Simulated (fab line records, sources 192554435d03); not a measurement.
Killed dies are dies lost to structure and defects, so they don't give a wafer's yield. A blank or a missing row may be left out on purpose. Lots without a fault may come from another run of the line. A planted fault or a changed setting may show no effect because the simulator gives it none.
Chamber matching | flow n5_finfet | N5_GATE_CUT_CMP_43 on cmp-03: 4 sister chambers
The step polishes SiO2. 4 wafers are shown with their chamber, then 8 later ones without.

WAFERS WITH THEIR CHAMBER
wafer  | chamber | motor_current_A (A)
L079.6 | 1       | 12.4
L089.1 | 3       | 12.4
L089.4 | 2       | 14.7
L091.3 | 0       | 12.1

WAFERS WITHOUT THEIR CHAMBER
wafer  | motor_current_A (A)
L091.4 | 12.3
L091.6 | 13.8
L092.2 | 13.1
L092.4 | 12.9
L092.6 | 14.9
L096.2 | 15.0
L096.3 | 12.2
L096.5 | 14.4

WHICH CHAMBER EACH WENT THROUGH
wafer  | from the rows above               | in truth
L091.4 | can't be placed: 1 or 3 or 0      | 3
L091.6 | can't be placed: 2 or 1 or 3 or 0 | 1
L092.2 | can't be placed: 1 or 3 or 0 or 2 | 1
L092.4 | can't be placed: 1 or 3 or 0      | 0
L092.6 | 2                                 | 2
L096.2 | 2                                 | 2
L096.3 | can't be placed: 0 or 1 or 3      | 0
L096.5 | 2                                 | 2
Placed correctly: 3 of 8. Can't be placed from these rows: 5 (the true chamber is among the candidates in 5). Placed wrongly: 0.
How it was worked out, from the rows above alone: a wafer's distance from a chamber is the root of the sum, over the readings, of the square of ((its reading less the chamber's mean) divided by the reading's scatter). The wafer belongs to the nearest chamber; if the next one is less than 2 further off, it can't be placed. A chamber's mean is the mean of its shown wafers. The scatter: with one shown wafer a chamber, the root of the mean of the squares of how far each hidden wafer lies from its nearest shown one.
